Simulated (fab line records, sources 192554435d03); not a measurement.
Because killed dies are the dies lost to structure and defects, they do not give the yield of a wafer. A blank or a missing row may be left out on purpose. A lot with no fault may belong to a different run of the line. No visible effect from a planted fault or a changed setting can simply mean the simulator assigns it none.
fab line records    flow n5Finfet
[record] lots = 7  wafers = 39
route steps=1938 shown BEOL_M10@1470
startH: the number of hours between the record's first day and the start of the first shown wafer of the lot    waitH: time in hours since the lot's previous step    " unchanged from the row above    L1.1+2: several wafers, shown together as one row    - no value, or no start was given    * or withheld: withheld    < > ~ a bound
route shown NAME@n: NAME is a module with steps in the file, n the number in the route of the first one    usual: average and standard deviation across the fault-free wafers    same: alike in all rows    chamber/n: place in a boat    sites: each site's reading    _std_site: standard deviation across them    _edge_site: outer sites' mean less inner sites'    radiusMm: how far each site lies from the wafer's centre    mask NAME#n: copy n    behind: the tool/chamber that last shaped the wafer    hold: why the lot was held/for how many hours/how that ended    device: the transistor (n, p or np) that didn't switch    end of line: tests of these same wafers at the route's end    a step given without rows: its recipe and nothing more    killed: dies that structure and defects cost at the first sort, which is not the same as the wafer's yield    map: per-die view of a wafer (x killed, . not killed, _ where there is no die)
set.NAME: the run value of the setting; set.NAME@STEP: its run value at that earlier step    model.NAME: the simulator's own value behind a step, which no gauge read
one table per step and one row per wafer, for lots whose settings were changed on purpose
[[steps]]
[step N5_BEOL_M10_ILD_DEP_00]
[recipe] material = SiCOH_lowk  targetThkA = 3085.1  tempC = 300  precursor = DEMS/porogen  pressureTorr = 5  rfW = 500  timeS = 58
lot.wafer  tool      chamber  startH  waitH  set.targetThkA  model.SiCOH_lowk_of_BEOL_M10_ILD_DEP_00.thkNm
L077.1     pecvd-01  0        247.17  0.0    3085.1          297.6
L077.2     "         1        "       "      2069            206.2
L077.3     "         2        "       "      2069            207.2
L077.4     "         1        "       "      3085.1          311.2
L077.5     "         0        "       "      2069            201.2
L077.6     "         2        "       "      3085.1          309.6
L081.3     pecvd-01  0        265.93  0.0    3085.1          298.6
L081.5     "         0        "       "      3085.1          304.6
L081.6     "         2        "       "      3085.1          310.6
L074.1     pecvd-01  1        267.38  0.0    3085.1          305.2
L074.2     "         2        "       "      4770            473
L074.3     "         0        "       "      4770            464.8
L074.4     "         1        "       "      4770            478.4
L074.5     "         0        "       "      3085.1          305.4
L074.6     "         2        "       "      3085.1          308.6
L085.1+6   pecvd-03  1,2      284.56  0.0    3085.1          308.4
L085.2     "         2        "       "      4608            457
L085.3     "         0        "       "      4608            455.2
L085.4     "         0        "       "      4608            464.6
L085.5     "         1        "       "      3085.1          312.8
L086.1     pecvd-01  2        307.71  0.0    1599            161
L086.2     "         1        "       "      3085.1          308.6
L086.3     "         0        "       "      3085.1          301
L086.4     "         1        "       "      3085.1          311
L086.5     "         2        "       "      1599            161.2
L086.6     "         0        "       "      1599            153.8
L087.1     pecvd-04  2        323.32  0.0    4626            465.2
L087.2     "         0        "       "      3085.1          312.4
L087.3     "         1        "       "      4626            462
L087.4     "         0        "       "      3085.1          314.6
L087.5     "         2        "       "      4626            472.4
L087.6     "         1        "       "      3085.1          311.4
L091.1     pecvd-04  0        338.29  0.0    3085.1          309.4
L091.2     "         2        "       "      3085.1          313
L091.3     "         1        "       "      3085.1          311.2
L091.4     "         1        "       "      3085.1          314.8
L091.5     "         0        "       "      3085.1          312
L091.6     "         2        "       "      3085.1          316.6
[step N5_BEOL_M10_CURE_71]
[recipe] tempC = 385  timeS = 240  ambient = He/Ar  material = SiCOH_lowk
lot.wafer  tool       chamber  startH  waitH  set.targetThkA@BEOL_M10_ILD_DEP_00  model.SiCOH_lowk_of_BEOL_M10_ILD_DEP_00.thkNm
L077.1     uvCure-01  1        247.25  0.0    3085.1                              258.4
L077.2     "          1        "       "      2069                                178.2
L077.3     "          1        "       "      2069                                179
L077.4     "          1        "       "      3085.1                              270.4
L077.5     "          1        "       "      2069                                173.6
L077.6     "          1        "       "      3085.1                              269
L081.3     uvCure-01  0        266.17  0.2    3085.1                              259.2
L081.5     "          0        "       "      3085.1                              264.4
L081.6     "          0        "       "      3085.1                              269.8
L074.1     uvCure-03  1        267.46  0.0    3085.1                              265
L074.2     "          1        "       "      4770                                414.8
L074.3     "          1        "       "      4770                                407.4
L074.4     "          1        "       "      4770                                419.6
L074.5     "          1        "       "      3085.1                              265.2
L074.6     "          1        "       "      3085.1                              268
L085.1+6   uvCure-03  0        284.64  0.0    3085.1                              267.8
L085.2     "          0        "       "      4608                                400.2
L085.3     "          0        "       "      4608                                398.6
L085.4     "          0        "       "      4608                                407
L085.5     "          0        "       "      3085.1                              271.8
L086.1+5   uvCure-01  2        307.79  0.0    1599                                138.8
L086.2     "          2        "       "      3085.1                              268
L086.3     "          2        "       "      3085.1                              261.4
L086.4     "          2        "       "      3085.1                              270.2
L086.6     "          2        "       "      1599                                132.4
L087.1     uvCure-02  2        323.39  0.0    4626                                407.6
L087.2     "          2        "       "      3085.1                              271.4
L087.3     "          2        "       "      4626                                404.8
L087.4     "          2        "       "      3085.1                              273.4
L087.5     "          2        "       "      4626                                414
L087.6     "          2        "       "      3085.1                              270.6
L091.1     uvCure-03  2        338.37  0.0    3085.1                              268.8
L091.2     "          2        "       "      3085.1                              272
L091.3     "          2        "       "      3085.1                              270.4
L091.4     "          2        "       "      3085.1                              273.6
L091.5     "          2        "       "      3085.1                              271
L091.6     "          2        "       "      3085.1                              275.2
[step N5_BEOL_M10_THK_MEAS_01]
[recipe] reads = SiCOH_lowk_of_BEOL_M10_ILD_DEP_00
[usual] M10_ILD_THK = 268/4
lot.wafer  tool          chamber  startH  waitH  set.targetThkA@BEOL_M10_ILD_DEP_00  M10_ILD_THK[nm]
L077.1     filmMetro-01  -        247.76  0.4    3085.1                              258
L077.2     "             -        "       "      2069                                178
L077.3     "             -        "       "      2069                                179
L077.4     "             -        "       "      3085.1                              270
L077.5     "             -        "       "      2069                                174
L077.6     "             -        "       "      3085.1                              269
L081.3     filmMetro-02  -        266.53  0.3    3085.1                              259
L081.5     "             -        "       "      3085.1                              264
L081.6     "             -        "       "      3085.1                              270
L074.1     filmMetro-02  -        267.97  0.4    3085.1                              265
L074.2     "             -        "       "      4770                                415
L074.3     "             -        "       "      4770                                408
L074.4     "             -        "       "      4770                                420
L074.5     "             -        "       "      3085.1                              265
L074.6     "             -        "       "      3085.1                              268
L085.1     filmMetro-01  -        285.15  0.4    3085.1                              268
L085.2     "             -        "       "      4608                                400
L085.3     "             -        "       "      4608                                398
L085.4     "             -        "       "      4608                                407
L085.5     "             -        "       "      3085.1                              272
L085.6     "             -        "       "      3085.1                              268
L086.1     filmMetro-01  -        308.30  0.4    1599                                139
L086.2     "             -        "       "      3085.1                              268
L086.3     "             -        "       "      3085.1                              262
L086.4     "             -        "       "      3085.1                              270
L086.5     "             -        "       "      1599                                139
L086.6     "             -        "       "      1599                                132
L087.1     filmMetro-02  -        323.91  0.4    4626                                407
L087.2     "             -        "       "      3085.1                              271
L087.3     "             -        "       "      4626                                405
L087.4     "             -        "       "      3085.1                              273
L087.5     "             -        "       "      4626                                414
L087.6     "             -        "       "      3085.1                              270
L091.1     filmMetro-02  -        338.88  0.4    3085.1                              269
L091.2     "             -        "       "      3085.1                              272
L091.3     "             -        "       "      3085.1                              270
L091.4     "             -        "       "      3085.1                              274
L091.5     "             -        "       "      3085.1                              271
L091.6     "             -        "       "      3085.1                              275
[step N5_BEOL_M10_ETCH_62]
[recipe] chemistry = N2/H2  target = SOC  targetDepthA = 1100  overetchA = 220  maskMaterial = SiARC  tempC = 40  timeS = 165  ionEnergyEv = 200  pressureMtorr = 30  sourceW = 840  biasW = 150  n2FlowSccm = 200  h2FlowSccm = 200
lot.wafer  tool        chamber  startH  waitH  set.timeS  model.etch.depthNm  model.SiARC_of_BEOL_M10_COAT_60.thkNm  model.BEOL_M10.cdOffsetNm
L077.1     rieDiel-05  0        252.43  0.0    165        99.65               24                                     1.6
L077.2     "           1        "       "      97.06      79.36               26.4                                   0
L077.3     "           3        "       "      97.06      75.15               26.4                                   -0.2
L077.4     "           2        "       "      165        99.83               23                                     1.2
L077.5     "           2        "       "      165        100.1               23                                     1.2
L077.6     "           3        "       "      97.06      75.63               26.4                                   -0.2
L081.3     rieDiel-03  2        267.74  0.0    165        99.73               23.4                                   0
L081.5     "           3        "       "      165        99.88               23.6                                   0.8
L081.6     "           2        "       "      165        100.3               23.6                                   0.4
L074.1     rieDiel-05  3        271.69  0.0    223.7      99.69               21.6                                   1.2
L074.2     "           2        "       "      165        100.1               23.2                                   -0.4
L074.3     "           0        "       "      165        100                 24                                     -0.4
L074.4     "           0        "       "      223.7      100.2               21.8                                   0.8
L074.5     "           3        "       "      223.7      100.3               21.6                                   1.8
L074.6     "           2        "       "      165        99.83               23                                     0
L085.1     rieDiel-01  1        286.84  0.0    210.6      100.2               21.4                                   1.2
L085.2     "           3        "       "      165        100.3               23.2                                   0.8
L085.3     "           2        "       "      165        99.96               23.4                                   -0.4
L085.4     "           0        "       "      210.6      99.89               21.8                                   1.6
L085.5     "           3        "       "      165        100.1               23.2                                   0.4
L085.6     "           2        "       "      210.6      99.98               21.6                                   1
L086.1     rieDiel-01  2        310.62  0.0    165        99.84               23.6                                   0
L086.2     "           3        "       "      113.3      90.68               25.4                                   -0.8
L086.3     "           0        "       "      165        99.65               23.8                                   0.4
L086.4     "           1        "       "      113.3      90.72               25.6                                   -0.8
L086.5     "           1        "       "      113.3      90.49               25.6                                   -1.2
L086.6     "           2        "       "      165        100                 23.6                                   0.2
L087.1     rieDiel-03  3        325.87  0.0    78.2       64.94               27                                     -1.4
L087.2     "           1        "       "      165        99.66               23.8                                   -0.4
L087.3     "           0        "       "      165        99.76               23.6                                   1
L087.4     "           2        "       "      165        99.6                23.6                                   0
L087.5     "           0        "       "      78.2       63.62               27                                     -1.2
L087.6     "           3        "       "      78.2       65.29               27                                     -0.6
L091.1     rieDiel-03  2        340.48  0.0    194.4      99.85               22.4                                   1.2
L091.2     "           0        "       "      194.4      100.1               22.2                                   1
L091.3     "           3        "       "      194.4      99.74               22.4                                   1.6
L091.4     "           2        "       "      165        100.3               23.6                                   0.4
L091.5     "           3        "       "      165        100.1               23.4                                   0.2
L091.6     "           0        "       "      165        100                 23.6                                   0
[step N5_BEOL_M10_STRIP_68]
[recipe] chemistry = N2/H2  tempC = 40  n2FlowSccm = 200  h2FlowSccm = 200  rfFrequencyHz = 6e+07
[step N5_BEOL_M10_STRIP_67]
[recipe] chemistry = CF4  resist = SiARC  powerW = 300  biasPowerW = 75  pressureMtorr = 50  cf4FlowSccm = 150  rfFrequencyHz = 6e+07
[step N5_BEOL_M10_HM_OPEN_17]
[recipe] chemistry = Cl2/BCl3  targetDepthA = 200  overetchA = 60  target = TiN  maskMaterial = SOC  ionEnergyEv = 150  pressureMtorr = 10  icpW = 1000  biasW = 126  Cl2_flow_sccm = 53.25  bcl3FlowSccm = 21.75  Ar_flow_sccm = 25
lot.wafer  tool         chamber  startH  waitH  set.timeS@BEOL_M10_ETCH_62  model.BEOL_M10.cdOffsetNm
L077.1     rieMetal-02  1        252.62  0.0    165                         1.6
L077.2     "            0        "       "      97.06                       0
L077.3     "            0        "       "      97.06                       -0.4
L077.4     "            1        "       "      165                         1
L077.5     "            1        "       "      165                         1.2
L077.6     "            0        "       "      97.06                       -0.2
L081.3     rieMetal-02  0        267.96  0.1    165                         0
L081.5     "            0        "       "      165                         0.8
L081.6     "            1        "       "      165                         0.4
L074.1     rieMetal-01  0        271.88  0.0    223.7                       1.2
L074.2+3   "            1        "       "      165                         -0.4
L074.4     "            0        "       "      223.7                       0.8
L074.5     "            1        "       "      223.7                       1.8
L074.6     "            0        "       "      165                         0
L085.1     rieMetal-03  0        287.03  0.0    210.6                       1.2
L085.2     "            1        "       "      165                         0.8
L085.3     "            1        "       "      165                         -0.4
L085.4     "            0        "       "      210.6                       1.4
L085.5     "            1        "       "      165                         0.4
L085.6     "            0        "       "      210.6                       1
L086.1     rieMetal-02  1        310.81  0.0    165                         0
L086.2+4   "            0        "       "      113.3                       -0.8
L086.3     "            1        "       "      165                         0.4
L086.5     "            0        "       "      113.3                       -1
L086.6     "            1        "       "      165                         0.2
L087.1     rieMetal-02  1        326.06  0.0    78.2                        -1.4
L087.2     "            0        "       "      165                         -0.4
L087.3     "            0        "       "      165                         1
L087.4     "            1        "       "      165                         0
L087.5     "            0        "       "      78.2                        -1.2
L087.6     "            1        "       "      78.2                        -0.6
L091.1     rieMetal-01  0        340.66  0.0    194.4                       1.2
L091.2     "            1        "       "      194.4                       1
L091.3     "            1        "       "      194.4                       1.8
L091.4     "            0        "       "      165                         0.6
L091.5     "            1        "       "      165                         0.4
L091.6     "            0        "       "      165                         0
[step N5_BEOL_M10_STRIP_19]
[recipe] chemistry = O2  powerW = 400  tempC = 40  pressureMtorr = 30  rfFrequencyHz = 6e+07  biasPowerW = 0  overashFraction = 0.2  o2FlowSccm = 225
[step N5_BEOL_M10_ETCH_66]
[recipe] chemistry = N2/H2  target = SOC  targetDepthA = 1200  overetchA = 240  maskMaterial = SiARC  tempC = 40  timeS = 180  ionEnergyEv = 200  pressureMtorr = 30  sourceW = 840  biasW = 150  n2FlowSccm = 200  h2FlowSccm = 200
[step N5_BEOL_M10_STRIP_69]
[recipe] chemistry = N2/H2  tempC = 40  n2FlowSccm = 200  h2FlowSccm = 200  rfFrequencyHz = 6e+07
[step N5_BEOL_M10_VIA_ETCH_34]
[recipe] chemistry = C4F6/O2  target = SiCOH_lowk  targetDepthA = 1845  maskMaterial = SOC  taperDeg = 4  timeS = 69.2  ionEnergyEv = 250  pressureMtorr = 30  sourceW = 345  biasW = 185  Ar_flow_sccm = 300  C4F6_flow_sccm = 10  O2_flow_sccm = 10
[usual] oesProductAu = 0.77/0.054
lot.wafer  tool        chamber  startH  waitH  set.timeS@BEOL_M10_ETCH_62  oesProductAu
L077.1     rieDiel-01  0        253.93  0.0    165                         0.78
L077.2     "           2        "       "      97.06                       0.27
L077.3     "           3        "       "      97.06                       0.26
L077.4     "           1        "       "      165                         0.83
L077.5     "           0        "       "      165                         0.78
L077.6     "           3        "       "      97.06                       0.27
L081.3     rieDiel-05  3        271.24  0.0    165                         0.80
L081.5     "           2        "       "      165                         0.84
L081.6     "           0        "       "      165                         0.79
L074.1     rieDiel-05  0        273.80  0.0    223.7                       0.79
L074.2     "           3        "       "      165                         0.79
L074.3     "           2        "       "      165                         0.84
L074.4     "           3        "       "      223.7                       0.80
L074.5     "           2        "       "      223.7                       0.83
L074.6     "           0        "       "      165                         0.79
L085.1     rieDiel-05  3        289.06  0.0    210.6                       0.78
L085.2     "           2        "       "      165                         0.83
L085.3     "           1        "       "      165                         0.81
L085.4     "           2        "       "      210.6                       0.83
L085.5     "           3        "       "      165                         0.80
L085.6     "           1        "       "      210.6                       0.81
L086.1     rieDiel-01  1        313.07  0.0    165                         0.81
L086.2     "           3        "       "      113.3                       0.26
L086.3     "           2        "       "      165                         0.70
L086.4     "           0        "       "      113.3                       0.29
L086.5     "           2        "       "      113.3                       0.26
L086.6     "           1        "       "      165                         0.81
L087.1     rieDiel-01  3        327.10  0.0    78.2                        0.26
L087.2     "           2        "       "      165                         0.68
L087.3     "           0        "       "      165                         0.77
L087.4     "           1        "       "      165                         0.80
L087.5     "           2        "       "      78.2                        0.26
L087.6     "           3        "       "      78.2                        0.25
L091.1     rieDiel-05  3        345.38  0.0    194.4                       0.78
L091.2     "           1        "       "      194.4                       0.79
L091.3     "           0        "       "      194.4                       0.77
L091.4     "           2        "       "      165                         0.80
L091.5     "           0        "       "      165                         0.77
L091.6     "           1        "       "      165                         0.79
[[key]]
[split] step = N5_BEOL_M10_ILD_DEP_00  setting = targetThkA  stated = 3085.1  by = wafer
[response] step = N5_BEOL_M10_ILD_DEP_00  reading = model.SiCOH_lowk_of_BEOL_M10_ILD_DEP_00.thkNm  change = +3.05  per = 1%  r = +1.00
[response] step = N5_BEOL_M10_CURE_71  reading = model.SiCOH_lowk_of_BEOL_M10_ILD_DEP_00.thkNm  change = +2.71  per = 1%  r = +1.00
[response] step = N5_BEOL_M10_THK_MEAS_01  reading = M10_ILD_THK  change = +2.71  per = 1%  r = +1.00
[split] step = N5_BEOL_M10_ETCH_62  setting = timeS  stated = 165  by = wafer
[response] step = N5_BEOL_M10_ETCH_62  reading = model.etch.depthNm  shape = bent  atLowest = 64.62  atStated = 99.94  atHighest = 100.1
[response] step = N5_BEOL_M10_ETCH_62  reading = model.SiARC_of_BEOL_M10_COAT_60.thkNm  change = -0.0628  per = 1%  r = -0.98
[response] step = N5_BEOL_M10_ETCH_62  reading = model.BEOL_M10.cdOffsetNm  change = +0.0338  per = 1%  r = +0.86
[response] step = N5_BEOL_M10_HM_OPEN_17  reading = model.BEOL_M10.cdOffsetNm  change = +0.0332  per = 1%  r = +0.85
[response] step = N5_BEOL_M10_VIA_ETCH_34  reading = oesProductAu  shape = bent  atLowest = 0.26  atStated = 0.79  atHighest = 0.81
